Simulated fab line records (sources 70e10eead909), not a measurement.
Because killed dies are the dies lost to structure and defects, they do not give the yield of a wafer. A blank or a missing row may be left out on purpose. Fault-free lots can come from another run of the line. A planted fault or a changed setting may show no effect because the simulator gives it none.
A struck lot beside a sound one    flow nand_harc    14 steps out of a route of 1302
Sound: these wafers, L219.3, L219.4, L219.5. Wafers L212.1, L212.3, L212.5 were the ones struck. At the end, the cause is stated.
Order at every step that has rows: each side's tool, ch and its chambers, its first start. Under that, the readings that differ: sound wafers    struck wafers    difference of the means    sigmas: that difference in standard deviations of wafers without a fault.
alike: a reading whose means differ by less than 2 such deviations, as well as words and numbers matching on both sides. not compared: withheld readings; readings where some wafer has no value; bounds like >300 that might hide an equal value; numbers whose values overlap and for which the record gives no deviation.
A row with sigmas, a row that says differs or no value, or rows on one side alone: a step with any of these is where the two part. Numbers that have no deviation but don't overlap get no sigmas and don't part them. A reading that every wafer of one side lacks parts them only if that side has two wafers or more.

first, 8 steps without rows for these wafers: NHARC_A_CONTACT_COAT_34 (time 75 s); NHARC_A_CONTACT_COAT_35 (time 65 s); NHARC_A_CONTACT_COAT_36 (resist thk 90 nm); NHARC_A_CONTACT_SOFTBAKE_37 (time 55 s); NHARC_A_CONTACT_EBR_38; NHARC_A_CONTACT_EXPOSE_39 (exposes mask A CC 3); NHARC_A_CONTACT_PEB_40 (peb time 65 s); NHARC_A_CONTACT_DEVELOP_41 (develop time 35 s).
NHARC_A_CONTACT_CD_MEAS_42: the cd target is 300 nm.
  sound on cd_sem-01 ch 0, day 28 23:21; struck on cd_sem-01 ch 0, day 26 08:55
  alike: cd_nm
NHARC_A_CONTACT_OVL_MEAS_43:
  struck on overlay-02, day 26 09:00; sound on overlay-02, day 28 23:26
reading            sound          struck       difference  sigmas
overlay_x_nm (nm)  0.1 -0.1 -0.4  1.5 1.3 1.7  +1.6        +2
  alike: overlay_y_nm
NHARC_A_CONTACT_INSPECT_44:
  struck on defect_inspect-02, day 26 09:02; sound on defect_inspect-01, day 28 23:28
  alike: raw_defect_count
NHARC_A_CONTACT_DESCUM_47: chemistry O2, time 3 s.
  sound on rie_diel-13 ch 1,2,3, day 28 23:33; struck on rie_diel-03 ch 0,2,3, day 26 09:46
  alike: chamber_pressure_mTorr, drypump_motor_current_A, o2_flow_sccm, oes_product_au, rf_vpp_V, showerhead_plenum_p_Torr, throttle_valve_pct
  not compared: rf_hours_counter_h
NHARC_A_CONTACT_ETCH_48: etches the open film in CF4, target depth 39 nm, time 65 s.
  sound on rie_diel-13 ch 0,3, day 28 23:37; struck on rie_diel-03 ch 0,1, day 26 09:50
reading         sound        struck                   difference  sigmas
over_etch_frac  0.3 0.3 0.3  0.48569 0.48569 0.48569  +0.18569    
  alike: chamber_pressure_mTorr, drypump_motor_current_A, oes_product_au, rf_vpp_V, showerhead_plenum_p_Torr, throttle_valve_pct
  not compared: rf_hours_counter_h
NHARC_A_CONTACT_ETCH_49: etches the open film in N2/H2, target depth 260 nm, time 475.3 s.
  sound: rie_diel-13 ch 1,3; struck: rie_diel-03 ch 2,3
  alike: chamber_pressure_mTorr, drypump_motor_current_A, n2_flow_sccm, oes_product_au, over_etch_frac, rf_vpp_V, showerhead_plenum_p_Torr, throttle_valve_pct
  not compared: rf_hours_counter_h

## WHERE THEY PART
Within this record, at NHARC_A_CONTACT_OVL_MEAS_43 only. Later steps at which nothing parts them and some readings are alike: NHARC_A_CONTACT_INSPECT_44, NHARC_A_CONTACT_DESCUM_47, NHARC_A_CONTACT_ETCH_48, NHARC_A_CONTACT_ETCH_49.

WHY: whatever the simulator had introduced
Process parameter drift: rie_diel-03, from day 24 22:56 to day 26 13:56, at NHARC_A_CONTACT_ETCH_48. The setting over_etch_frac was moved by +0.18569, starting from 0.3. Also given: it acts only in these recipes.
